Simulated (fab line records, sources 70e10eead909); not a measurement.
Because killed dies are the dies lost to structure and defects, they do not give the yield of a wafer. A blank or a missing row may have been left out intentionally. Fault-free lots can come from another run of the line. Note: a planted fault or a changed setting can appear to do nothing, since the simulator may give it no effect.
fab line records || flow nand-harc
[record] {"lots": 5, "wafers": 15, "last-day": 25}
route steps=1159 shown P_ZERO_WELL@29 END@1159
lots that met no fault: from a run of the same line without faults
start-h: start of the lot's first displayed wafer, in hours after the record's first day || wait-h: time in hours since the lot's previous step || " repeats the value in the row above || L1.1+2: a row that stands for several wafers || - either no value or no given start || * or withheld: withheld || < > ~ a bound
route shown NAME@n: names a module that has steps shown in the file, with the first one's number in the route || usual: mean/standard deviation of fault-free wafers || same: alike in all rows || chamber/n: place in a boat || sites: readings site by site || _std_site: standard deviation of those values || _edge_site: mean of outer sites minus mean of inner sites || radius-mm: how far each site lies from the wafer's centre || mask NAME#n: copy n || behind: the tool/chamber that last shaped the wafer || hold: the reason the lot was held/the length of the hold in hours/how it ended || device: which transistor (n, p or np) failed to switch || end of line: the same wafers' tests at the end of the route || a step with no rows: only its recipe || killed: at the first sort, the dies lost to defects and structure; wafer yield is something else || map: a wafer's dies, x killed, . not, _ none there
set.NAME: the setting that was run; set.NAME@STEP: the one run at that earlier step || model.NAME: the simulator's own value behind a step, which no gauge read
a table for each step, a row for each wafer; lots at some steps of the route
services: a tool's chamber out of use, with start hour (start-h, from the record's first day; less than 0 if before it), hours out, and reason
[[steps]]
[step NHARC_P_ZERO_WELL_CD_MEAS_24]
[recipe] {"target-cd-nm": 720, "landing-energy-ev": 500}
[usual] {"cd-nm": "718.7/2.3"}
{"lot.wafer": "L844.1", "tool": "cd-sem-02", "chamber": 0, "start-h": 26.37, "wait-h": "-", "cd-nm": 714.6}
{"lot.wafer": "L844.3", "tool": "cd-sem-02", "chamber": 0, "start-h": 26.37, "wait-h": "-", "cd-nm": 717.8}
{"lot.wafer": "L844.5", "tool": "cd-sem-02", "chamber": 0, "start-h": 26.37, "wait-h": "-", "cd-nm": 720.1}
{"lot.wafer": "L849.2", "tool": "cd-sem-03", "chamber": 0, "start-h": 56.58, "wait-h": "-", "cd-nm": 717.9}
{"lot.wafer": "L849.4", "tool": "cd-sem-03", "chamber": 0, "start-h": 56.58, "wait-h": "-", "cd-nm": 721.2}
{"lot.wafer": "L849.6", "tool": "cd-sem-03", "chamber": 0, "start-h": 56.58, "wait-h": "-", "cd-nm": 723.9}
{"lot.wafer": "L855.1", "tool": "cd-sem-01", "chamber": 0, "start-h": 92.52, "wait-h": "-", "cd-nm": 719.6}
{"lot.wafer": "L855.4", "tool": "cd-sem-01", "chamber": 0, "start-h": 92.52, "wait-h": "-", "cd-nm": 718.5}
{"lot.wafer": "L855.6", "tool": "cd-sem-01", "chamber": 0, "start-h": 92.52, "wait-h": "-", "cd-nm": 718.0}
{"lot.wafer": "L857.2", "tool": "cd-sem-03", "chamber": 0, "start-h": 104.60, "wait-h": "-", "cd-nm": 713.7}
{"lot.wafer": "L857.4", "tool": "cd-sem-03", "chamber": 0, "start-h": 104.60, "wait-h": "-", "cd-nm": 717.9}
{"lot.wafer": "L857.5", "tool": "cd-sem-03", "chamber": 0, "start-h": 104.60, "wait-h": "-", "cd-nm": 720.7}
{"lot.wafer": "L864.1", "tool": "cd-sem-01", "chamber": 0, "start-h": 146.47, "wait-h": "-", "cd-nm": 717.5}
{"lot.wafer": "L864.3", "tool": "cd-sem-01", "chamber": 0, "start-h": 146.47, "wait-h": "-", "cd-nm": 721.4}
{"lot.wafer": "L864.4", "tool": "cd-sem-01", "chamber": 0, "start-h": 146.47, "wait-h": "-", "cd-nm": 719.0}
[step NHARC_P_ZERO_WELL_HARDBAKE_25]
[recipe] {"temp-c": 125, "time-s": 80}
[step NHARC_P_ZERO_WELL_DESCUM_26]
[recipe] {"time-s": 3, "o2-flow-sccm": 200, "ar-flow-sccm": 0, "bias-power-w": 0, "chemistry": "O2"}
[usual] {"drypump-motor-current-A": "5.9/0.38", "o2-flow-sccm": "200.1/0.61", "oes-product-au": "1.003/0.014", "rf-vpp-V": "57.8/0.88", "showerhead-plenum-p-Torr": "1.91/0.089", "throttle-valve-pct": "11.310/0.011"}
{"lot.wafer": "L844.1", "tool": "rie-diel-04", "chamber": 1, "start-h": 26.55, "wait-h": "-", "drypump-motor-current-A": 5.7, "o2-flow-sccm": 200.6, "oes-product-au": 0.993, "rf-hours-counter-h": 6.6, "rf-vpp-V": 58.8, "showerhead-plenum-p-Torr": 2.06, "throttle-valve-pct": 11.317}
{"lot.wafer": "L844.3", "tool": "rie-diel-04", "chamber": 2, "start-h": 26.55, "wait-h": "-", "drypump-motor-current-A": 6.0, "o2-flow-sccm": 199.7, "oes-product-au": 0.992, "rf-hours-counter-h": 4.5, "rf-vpp-V": 56.8, "showerhead-plenum-p-Torr": 1.84, "throttle-valve-pct": 11.319}
{"lot.wafer": "L844.5", "tool": "rie-diel-04", "chamber": 0, "start-h": 26.55, "wait-h": "-", "drypump-motor-current-A": 6.1, "o2-flow-sccm": 199.7, "oes-product-au": 0.996, "rf-hours-counter-h": "-", "rf-vpp-V": 59.1, "showerhead-plenum-p-Torr": 1.98, "throttle-valve-pct": 11.308}
{"lot.wafer": "L849.4", "tool": "rie-diel-13", "chamber": 2, "start-h": 56.74, "wait-h": "-", "drypump-motor-current-A": 6.1, "o2-flow-sccm": 200.1, "oes-product-au": 1.044, "rf-hours-counter-h": 5.9, "rf-vpp-V": 56.3, "showerhead-plenum-p-Torr": 1.78, "throttle-valve-pct": 11.307}
{"lot.wafer": "L849.2", "tool": "rie-diel-13", "chamber": 1, "start-h": 56.74, "wait-h": "-", "drypump-motor-current-A": 5.8, "o2-flow-sccm": 199.7, "oes-product-au": 0.996, "rf-hours-counter-h": 5.9, "rf-vpp-V": 57.8, "showerhead-plenum-p-Torr": 2.00, "throttle-valve-pct": 11.298}
{"lot.wafer": "L849.6", "tool": "rie-diel-13", "chamber": 3, "start-h": 56.74, "wait-h": "-", "drypump-motor-current-A": 5.9, "o2-flow-sccm": 200.2, "oes-product-au": 1.013, "rf-hours-counter-h": "-", "rf-vpp-V": 57.1, "showerhead-plenum-p-Torr": 1.96, "throttle-valve-pct": 11.289}
{"lot.wafer": "L855.1", "tool": "rie-diel-13", "chamber": 1, "start-h": 92.68, "wait-h": "-", "drypump-motor-current-A": 5.8, "o2-flow-sccm": 199.7, "oes-product-au": 0.999, "rf-hours-counter-h": 8.3, "rf-vpp-V": 58.8, "showerhead-plenum-p-Torr": 1.99, "throttle-valve-pct": 11.287}
{"lot.wafer": "L855.4", "tool": "rie-diel-13", "chamber": 2, "start-h": 92.68, "wait-h": "-", "drypump-motor-current-A": 6.1, "o2-flow-sccm": 198.1, "oes-product-au": 1.022, "rf-hours-counter-h": 8.0, "rf-vpp-V": 56.6, "showerhead-plenum-p-Torr": 1.78, "throttle-valve-pct": 11.308}
{"lot.wafer": "L855.6", "tool": "rie-diel-13", "chamber": 1, "start-h": 92.68, "wait-h": "-", "drypump-motor-current-A": 5.8, "o2-flow-sccm": 200.6, "oes-product-au": 0.998, "rf-hours-counter-h": "-", "rf-vpp-V": 57.6, "showerhead-plenum-p-Torr": 1.99, "throttle-valve-pct": 11.306}
{"lot.wafer": "L857.2", "tool": "rie-diel-05", "chamber": 1, "start-h": 104.76, "wait-h": "-", "drypump-motor-current-A": 6.6, "o2-flow-sccm": 199.5, "oes-product-au": 0.986, "rf-hours-counter-h": 6.7, "rf-vpp-V": 57.6, "showerhead-plenum-p-Torr": 1.91, "throttle-valve-pct": 11.312}
{"lot.wafer": "L857.4", "tool": "rie-diel-05", "chamber": 0, "start-h": 104.76, "wait-h": "-", "drypump-motor-current-A": 6.3, "o2-flow-sccm": 199.9, "oes-product-au": 0.994, "rf-hours-counter-h": 8.6, "rf-vpp-V": 58.8, "showerhead-plenum-p-Torr": 1.90, "throttle-valve-pct": 11.303}
{"lot.wafer": "L857.5", "tool": "rie-diel-05", "chamber": 2, "start-h": 104.76, "wait-h": "-", "drypump-motor-current-A": 5.5, "o2-flow-sccm": 201.0, "oes-product-au": 0.996, "rf-hours-counter-h": "-", "rf-vpp-V": 57.9, "showerhead-plenum-p-Torr": 1.91, "throttle-valve-pct": 11.310}
{"lot.wafer": "L864.3", "tool": "rie-diel-05", "chamber": 1, "start-h": 146.63, "wait-h": "-", "drypump-motor-current-A": 6.6, "o2-flow-sccm": 200.7, "oes-product-au": 0.985, "rf-hours-counter-h": 9.1, "rf-vpp-V": 57.7, "showerhead-plenum-p-Torr": 1.91, "throttle-valve-pct": 11.320}
{"lot.wafer": "L864.4", "tool": "rie-diel-05", "chamber": 2, "start-h": 146.63, "wait-h": "-", "drypump-motor-current-A": 5.5, "o2-flow-sccm": 198.9, "oes-product-au": 1.003, "rf-hours-counter-h": 11.1, "rf-vpp-V": 56.3, "showerhead-plenum-p-Torr": 1.91, "throttle-valve-pct": 11.299}
{"lot.wafer": "L864.1", "tool": "rie-diel-05", "chamber": 0, "start-h": 146.63, "wait-h": "-", "drypump-motor-current-A": 6.4, "o2-flow-sccm": 200.2, "oes-product-au": 0.995, "rf-hours-counter-h": 11.2, "rf-vpp-V": 58.8, "showerhead-plenum-p-Torr": 1.90, "throttle-valve-pct": 11.321}
[step NHARC_P_ZERO_WELL_IMPLANT_27]
[recipe] {"energy-kev": 600, "dose-cm2": 1e+13, "tilt-deg": 7}
[step NHARC_P_ZERO_WELL_IMPLANT_57]
[recipe] {"energy-kev": 250, "dose-cm2": 4e+12, "tilt-deg": 7}
[step NHARC_P_ZERO_WELL_IMPLANT_58]
[recipe] {"energy-kev": 100, "dose-cm2": 2e+12, "tilt-deg": 7}
[step NHARC_P_ZERO_WELL_STRIP_28]
[recipe] {"time-s": 840, "temp-c": 130, "chemistry": "SPM"}
[step NHARC_P_ZERO_WELL_DEHYDRATE_29]
[recipe] {"temp-c": 150, "time-s": 120}
[step NHARC_P_ZERO_WELL_HMDS_30]
[recipe] {"time-s": 30}
[step NHARC_P_ZERO_WELL_COAT_31]
[recipe] {"spin-rpm": "withheld"}
[step NHARC_P_ZERO_WELL_SOFTBAKE_32]
[recipe] {"temp-c": 122, "time-s": 95}
[step NHARC_P_ZERO_WELL_EBR_33]
[step NHARC_P_ZERO_WELL_EXPOSE_34]
[recipe] {"na": 0.6, "target-cd-nm": 720, "dose-mj": 22.31, "mask-id": "P_PWELL"}
[usual] {"focus-offset-nm": "0.0/0.5"}
{"lot.wafer": "L844.1", "tool": "krf-scanner-03", "chamber": 0, "start-h": 27.85, "wait-h": "-", "mask": "P_PWELL#0", "focus-offset-nm": 0.8}
{"lot.wafer": "L844.3", "tool": "krf-scanner-03", "chamber": 0, "start-h": 27.85, "wait-h": "-", "mask": "P_PWELL#0", "focus-offset-nm": 0.7}
{"lot.wafer": "L844.5", "tool": "krf-scanner-03", "chamber": 0, "start-h": 27.85, "wait-h": "-", "mask": "P_PWELL#0", "focus-offset-nm": 0.5}
{"lot.wafer": "L849.2", "tool": "krf-scanner-01", "chamber": 0, "start-h": 58.07, "wait-h": "-", "mask": "P_PWELL#0", "focus-offset-nm": -0.1}
{"lot.wafer": "L849.4", "tool": "krf-scanner-01", "chamber": 0, "start-h": 58.07, "wait-h": "-", "mask": "P_PWELL#0", "focus-offset-nm": 0.1}
{"lot.wafer": "L849.6", "tool": "krf-scanner-01", "chamber": 0, "start-h": 58.07, "wait-h": "-", "mask": "P_PWELL#0", "focus-offset-nm": 0.1}
{"lot.wafer": "L855.1", "tool": "krf-scanner-01", "chamber": 0, "start-h": 94.01, "wait-h": "-", "mask": "P_NWELL#0", "focus-offset-nm": 0.2}
{"lot.wafer": "L855.4", "tool": "krf-scanner-01", "chamber": 0, "start-h": 94.01, "wait-h": "-", "mask": "P_NWELL#0", "focus-offset-nm": -0.2}
{"lot.wafer": "L855.6", "tool": "krf-scanner-01", "chamber": 0, "start-h": 94.01, "wait-h": "-", "mask": "P_NWELL#0", "focus-offset-nm": 0.5}
{"lot.wafer": "L857.2", "tool": "krf-scanner-03", "chamber": 0, "start-h": 106.10, "wait-h": "-", "mask": "P_PWELL#0", "focus-offset-nm": -1.0}
{"lot.wafer": "L857.4", "tool": "krf-scanner-03", "chamber": 0, "start-h": 106.10, "wait-h": "-", "mask": "P_PWELL#0", "focus-offset-nm": -0.2}
{"lot.wafer": "L857.5", "tool": "krf-scanner-03", "chamber": 0, "start-h": 106.10, "wait-h": "-", "mask": "P_PWELL#0", "focus-offset-nm": -0.7}
{"lot.wafer": "L864.1", "tool": "krf-scanner-02", "chamber": 0, "start-h": 147.83, "wait-h": "-", "mask": "P_PWELL#0", "focus-offset-nm": 1.0}
{"lot.wafer": "L864.3", "tool": "krf-scanner-02", "chamber": 0, "start-h": 147.83, "wait-h": "-", "mask": "P_PWELL#0", "focus-offset-nm": 0.6}
{"lot.wafer": "L864.4", "tool": "krf-scanner-02", "chamber": 0, "start-h": 147.83, "wait-h": "-", "mask": "P_PWELL#0", "focus-offset-nm": 0.7}
[step NHARC_P_ZERO_WELL_PEB_35]
[recipe] {"peb-temp-c": 118, "peb-time-s": 85}
[step NHARC_P_ZERO_WELL_DEVELOP_36]
[recipe] {"time-s": 70}
[step NHARC_P_ZERO_WELL_CD_MEAS_37]
[recipe] {"target-cd-nm": 720, "landing-energy-ev": 500}
[usual] {"cd-nm": "720.2/2.5"}
{"lot.wafer": "L844.1", "tool": "cd-sem-02", "chamber": 0, "start-h": 28.01, "wait-h": "-", "cd-nm": 723.3}
{"lot.wafer": "L844.3", "tool": "cd-sem-02", "chamber": 0, "start-h": 28.01, "wait-h": "-", "cd-nm": 722.3}
{"lot.wafer": "L844.5", "tool": "cd-sem-02", "chamber": 0, "start-h": 28.01, "wait-h": "-", "cd-nm": 724.4}
{"lot.wafer": "L849.2", "tool": "cd-sem-03", "chamber": 0, "start-h": 58.22, "wait-h": "-", "cd-nm": 716.2}
{"lot.wafer": "L849.4", "tool": "cd-sem-03", "chamber": 0, "start-h": 58.22, "wait-h": "-", "cd-nm": 716.4}
{"lot.wafer": "L849.6", "tool": "cd-sem-03", "chamber": 0, "start-h": 58.22, "wait-h": "-", "cd-nm": 720.1}
{"lot.wafer": "L855.1", "tool": "cd-sem-01", "chamber": 0, "start-h": 94.17, "wait-h": "-", "cd-nm": "-"}
{"lot.wafer": "L855.4", "tool": "cd-sem-01", "chamber": 0, "start-h": 94.17, "wait-h": "-", "cd-nm": "-"}
{"lot.wafer": "L855.6", "tool": "cd-sem-01", "chamber": 0, "start-h": 94.17, "wait-h": "-", "cd-nm": "-"}
{"lot.wafer": "L857.2", "tool": "cd-sem-03", "chamber": 0, "start-h": 106.26, "wait-h": "-", "cd-nm": 721.9}
{"lot.wafer": "L857.4", "tool": "cd-sem-03", "chamber": 0, "start-h": 106.26, "wait-h": "-", "cd-nm": 720.4}
{"lot.wafer": "L857.5", "tool": "cd-sem-03", "chamber": 0, "start-h": 106.26, "wait-h": "-", "cd-nm": 719.6}
{"lot.wafer": "L864.1", "tool": "cd-sem-01", "chamber": 0, "start-h": 147.99, "wait-h": "-", "cd-nm": 720.8}
{"lot.wafer": "L864.3", "tool": "cd-sem-01", "chamber": 0, "start-h": 147.99, "wait-h": "-", "cd-nm": 720.4}
{"lot.wafer": "L864.4", "tool": "cd-sem-01", "chamber": 0, "start-h": 147.99, "wait-h": "-", "cd-nm": 720.1}
[step NHARC_P_ZERO_WELL_HARDBAKE_38]
[recipe] {"temp-c": 125, "time-s": 80}
[step NHARC_END_SORT_01]
[recipe] {"temp-c": 25}
[usual] {"killed-at-array": "30/10", "killed-at-other": "0.5/0.82", "killed-at-periphery": "2.9/2", "killed-dies": "34/11", "killed-open": "3.2/1.8", "killed-short": "2.0/1.4"}
[same] {"gross-dies": 677}
{"lot.wafer": "L855.1", "tool": "prober-02", "chamber": 0, "start-h": 544.01, "wait-h": 2.5, "killed-at-array": 46, "killed-at-other": 0, "killed-at-periphery": 631, "killed-dies": 677, "killed-open": 2, "killed-short": 2}
{"lot.wafer": "L855.4", "tool": "prober-02", "chamber": 0, "start-h": 546.45, "wait-h": 3.4, "killed-at-array": 39, "killed-at-other": 0, "killed-at-periphery": 638, "killed-dies": 677, "killed-open": 5, "killed-short": 1}
{"lot.wafer": "L855.6", "tool": "prober-02", "chamber": 0, "start-h": 548.07, "wait-h": 4.1, "killed-at-array": 32, "killed-at-other": 1, "killed-at-periphery": 644, "killed-dies": 677, "killed-open": 4, "killed-short": 3}
// killed by level:class
L855.1 P_ZERO_WELL:area-expose=630 A_SLIT:chamber-film-flake=14 A_CHANNEL_HOLE_D1:chamber-film-flake=12 A_CONTACT:chamber-film-flake=11 A_STAIRCASE:chamber-film-flake=5 P_M1:geometric-particle:open=1 A_SOURCE_PLATE:geometric-particle:short=1 A_CHANNEL_FILL_D1:geometric-particle:open=1
L855.4 P_ZERO_WELL:area-expose=636 A_CHANNEL_HOLE_D1:chamber-film-flake=14 A_SLIT:chamber-film-flake=11 A_STAIRCASE:chamber-film-flake=5 A_ONON_D1:geometric-particle:open=2 P_GATE:chamber-film-flake=2 A_CONTACT:chamber-film-flake=2 A_WL_FILL:geometric-particle:short=1
L855.6 P_ZERO_WELL:area-expose=640 A_CHANNEL_HOLE_D1:chamber-film-flake=9 A_SLIT:chamber-film-flake=9 A_STAIRCASE:chamber-film-flake=5 A_CONTACT:chamber-film-flake=4 P_GATE:chamber-film-flake=2 P_GATE:geometric-particle:short=1 P_M0:geometric-particle:open=1
// map L855.1 (x killed, . not)
____________x____________
_________xxxxxxx_________
_______xxxxxxxxxxx_______
______xxxxxxxxxxxxx______
_____xxxxxxxxxxxxxxx_____
____xxxxxxxxxxxxxxxxx____
____xxxxxxxxxxxxxxxxx____
___xxxxxxxxxxxxxxxxxxx___
___xxxxxxxxxxxxxxxxxxx___
__xxxxxxxxxxxxxxxxxxxxx__
__xxxxxxxxxxxxxxxxxxxxx__
_xxxxxxxxxxxxxxxxxxxxxxx_
_xxxxxxxxxxxxxxxxxxxxxxx_
_xxxxxxxxxxxxxxxxxxxxxxx_
_xxxxxxxxxxxxxxxxxxxxxxx_
_xxxxxxxxxxxxxxxxxxxxxxx_
xxxxxxxxxxxxxxxxxxxxxxxxx
xxxxxxxxxxxxxxxxxxxxxxxxx
xxxxxxxxxxxxxxxxxxxxxxxxx
xxxxxxxxxxxxxxxxxxxxxxxxx
xxxxxxxxxxxxxxxxxxxxxxxxx
_xxxxxxxxxxxxxxxxxxxxxxx_
_xxxxxxxxxxxxxxxxxxxxxxx_
_xxxxxxxxxxxxxxxxxxxxxxx_
_xxxxxxxxxxxxxxxxxxxxxxx_
_xxxxxxxxxxxxxxxxxxxxxxx_
__xxxxxxxxxxxxxxxxxxxxx__
__xxxxxxxxxxxxxxxxxxxxx__
___xxxxxxxxxxxxxxxxxxx___
___xxxxxxxxxxxxxxxxxxx___
____xxxxxxxxxxxxxxxxx____
____xxxxxxxxxxxxxxxxx____
_____xxxxxxxxxxxxxxx_____
______xxxxxxxxxxxxx______
_______xxxxxxxxxxx_______
_________xxxxxxx_________
____________x____________
// map L849.2 (x killed, . not)
____________.____________
_________....x.._________
_______.....x....._______
______.............______
_____..............._____
____.................____
____.................____
___.x.................___
___...................___
__...................xx__
__.x....x............xx__
_.....x...............xx_
_.....................x._
_..x..................xx_
_...x..................._
_........x..........x..x_
......................xx.
.......................x.
....x....................
.....x...................
.........x.......x.......
_.x..xx.x..............._
_......x................_
_......................._
_.x.x..................._
_......x................_
__.....................__
__.....................__
___...................___
___...................___
____.................____
____...............x.____
_____..............._____
______.............______
_______..........._______
_________......._________
____________.____________
[[services]]
{"tool": "krf-scanner-03", "chamber": "-", "start-h": 4.00, "hours": 0.4, "kind": "repair"}
{"tool": "rie-diel-05", "chamber": 3, "start-h": 6.48, "hours": 1.6, "kind": "repair"}
{"tool": "rie-diel-13", "chamber": 0, "start-h": 7.02, "hours": "-", "kind": "clean"}
{"tool": "rie-diel-13", "chamber": 1, "start-h": 7.02, "hours": "-", "kind": "clean"}
{"tool": "rie-diel-13", "chamber": 2, "start-h": 7.02, "hours": "-", "kind": "clean"}
{"tool": "rie-diel-13", "chamber": 3, "start-h": 7.02, "hours": "-", "kind": "clean"}
{"tool": "rie-diel-05", "chamber": 0, "start-h": 20.12, "hours": "-", "kind": "clean"}
{"tool": "rie-diel-05", "chamber": 1, "start-h": 20.12, "hours": "-", "kind": "clean"}
{"tool": "rie-diel-05", "chamber": 2, "start-h": 20.12, "hours": "-", "kind": "clean"}
{"tool": "rie-diel-05", "chamber": 3, "start-h": 20.12, "hours": "-", "kind": "clean"}
{"tool": "rie-diel-13", "chamber": 0, "start-h": 31.52, "hours": "-", "kind": "clean"}
{"tool": "rie-diel-13", "chamber": 1, "start-h": 31.52, "hours": "-", "kind": "clean"}
{"tool": "rie-diel-13", "chamber": 2, "start-h": 31.52, "hours": "-", "kind": "clean"}
{"tool": "rie-diel-13", "chamber": 2, "start-h": 39.08, "hours": 6.7, "kind": "repair"}
{"tool": "krf-scanner-03", "chamber": "-", "start-h": 44.62, "hours": 7.2, "kind": "repair"}
{"tool": "rie-diel-05", "chamber": 1, "start-h": 68.26, "hours": 2.9, "kind": "repair"}
{"tool": "krf-scanner-03", "chamber": "-", "start-h": 74.83, "hours": 1.8, "kind": "repair"}
{"tool": "krf-scanner-02", "chamber": "-", "start-h": 77.34, "hours": 4.0, "kind": "pm"}
{"tool": "krf-scanner-01", "chamber": "-", "start-h": 84.00, "hours": 4.0, "kind": "pm"}
{"tool": "rie-diel-05", "chamber": 1, "start-h": 89.00, "hours": 6.6, "kind": "repair"}
{"tool": "krf-scanner-03", "chamber": "-", "start-h": 93.72, "hours": 6.3, "kind": "repair"}
{"tool": "rie-diel-04", "chamber": "-", "start-h": 111.90, "hours": 9.0, "kind": "pm"}
{"tool": "krf-scanner-01", "chamber": "-", "start-h": 122.40, "hours": 4.9, "kind": "repair"}
{"tool": "rie-diel-13", "chamber": "-", "start-h": 126.02, "hours": 9.0, "kind": "pm"}
[[key]]
[first-sign] {"step": "NHARC_P_ZERO_WELL_EXPOSE_34", "reading": "mask", "direction": "changed"}
[effect] {"step": "NHARC_P_ZERO_WELL_CD_MEAS_37", "reading": "cd-nm", "direction": "missing"}
[effect] {"step": "NHARC_END_SORT_01", "reading": "killed-at-periphery", "direction": "up", "sigmas": "99+", "usual": 2.9, "struck": 637.7}
[more-kills-born-at] {"NHARC_P_ZERO_WELL_EXPOSE_34@krf-scanner-01": 1906}
met-at NHARC_P_ZERO_WELL_EXPOSE_34
struck-wafers L855.1,L855.4,L855.6
later-rows-left-out L855.1,L855.4,L855.6
tester-left-out L855
onset-between 58.07 94.01
[fault] {"kind": "wrong-mask", "tool": "any", "chamber": "-", "onset-h": 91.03, "steps": "NHARC_P_ZERO_WELL_EXPOSE_34", "aux-copy": "P_NWELL#0", "scope": "struck-lots-only"}
// tester-left-out: of these lots the tester's yield and bins aren't shown, on N5 and GAA mostly nor the transistor test; their killed dies are dies lost to structure and defects alone, not to doping, threshold or leakage, so they don't give the yield
// later-rows-left-out: the simulator's readings of these wafers behind a module that went badly wrong aren't trusted and aren't shown, but for the sort
